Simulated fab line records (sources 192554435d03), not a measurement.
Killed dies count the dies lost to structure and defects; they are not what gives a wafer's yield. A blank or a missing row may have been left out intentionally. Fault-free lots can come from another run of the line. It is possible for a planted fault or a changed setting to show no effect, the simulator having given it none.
Which tool is to blame? ; flow n5-finfet ; Sampling: 9 lots, 24 wafers, 3 of 1938 route steps

## WHAT THE GAUGES SHOWED, per wafer
N5_STI_FIN_REVEAL_FIN_H_MEAS_10.
lot;measured;on;trench-depth-nm (nm)
L349;day 2 12:53;ocd-01;51.6 51.5 53.0
L351;day 3 01:01;ocd-01;52.4 51.8 52.0
L352;day 3 07:15;ocd-02;51.9 52.1 52.1
L353;day 3 13:43;ocd-02;51.6 52.1 50.8
L361;day 5 15:19;ocd-01;53.6 52.9 52.9
L365;day 6 13:02;ocd-02;44.5 52.4
L367;day 7 04:22;ocd-01;52.3 51.8 53.3
L368;day 7 07:01;ocd-02;51.7 45.0
L371;day 8 00:55;ocd-01;45.0 52.7

## EACH LOT AND THE TOOL THAT RAN IT (in order: tool; ch and the chambers of the sampled wafers; start)
lot;N5_FIN_SAQP_ETCH_64;N5_STI_FIN_REVEAL_ETCHBACK_08
L349;rie-si-05 ch 0,2,3, day 2 02:24;rie-diel-05 ch 0,1,3, day 2 09:55
L351;rie-si-05 ch 1,2, day 2 14:46;rie-diel-05 ch 0,2,3, day 2 22:03
L352;rie-si-04 ch 0,3, day 2 20:17;rie-diel-03 ch 0,2, day 3 04:18
L353;rie-si-04 ch 2,3, day 3 02:17;rie-diel-03 ch 1,2, day 3 10:46
L361;rie-si-05 ch 0,1,2, day 5 04:29;rie-diel-03 ch 0,2,3, day 5 12:23
L365;rie-si-04 ch 1,3, day 6 02:33;rie-diel-03 ch 2, day 6 10:05
L367;rie-si-04 ch 1,2,3, day 6 15:01;rie-diel-05 ch 0,1,3, day 6 22:46
L368;rie-si-03 ch 1,3, day 6 20:34;rie-diel-03 ch 0,3, day 7 04:04
L371;rie-si-05 ch 0,1, day 7 14:32;rie-diel-03 ch 0,2, day 7 21:56
- N5_FIN_SAQP_ETCH_64: etches SiO2 in CF4, target depth 1.5 nm.
- N5_STI_FIN_REVEAL_ETCHBACK_08: etches SiO2 in C4F6/O2, target depth 30.5 nm, time 10.167 s.

## THE ANSWER, worked out from the rows above alone
Rule: usual is defined by the lots themselves. Put in order of their means at a reading, lots are off if they are a third of the lots or fewer, leave a main group of 4 or more, and stand apart from it by a gap of 3 or more times the standard deviation of the main group's means; of several such gaps the widest counts. A main group is skipped when, at the precision printed for the reading in the tables above, its means are all equal. A lot without any number at a reading at which 4 lots or more have one is off too. Where the step has rows for the other lots, those lots are counted as sound.
Off at N5_STI_FIN_REVEAL_FIN_H_MEAS_10 (trench-depth-nm): L365, L368, L371. For the main group the mean is 52.2 nm and the standard deviation 0.5.
If a tool, at a process step before that reading, ran all the lots that are off and no sound lot after the first of them, it fits. Gauges at N5_STI_FIN_REVEAL_FIN_H_MEAS_10: tried the same way as those tools. One fits: N5_STI_FIN_REVEAL_ETCHBACK_08 on rie-diel-03. A fault onset in the window from L361 (day 5 12:23, its last sound lot) to L365 (day 6 10:05, its first lot off) fits.

## WHAT HAD BEEN PUT IN BY THE SIMULATOR
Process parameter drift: rie-diel-03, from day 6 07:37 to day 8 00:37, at N5_STI_FIN_REVEAL_ETCHBACK_08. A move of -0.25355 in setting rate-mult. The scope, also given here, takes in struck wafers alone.
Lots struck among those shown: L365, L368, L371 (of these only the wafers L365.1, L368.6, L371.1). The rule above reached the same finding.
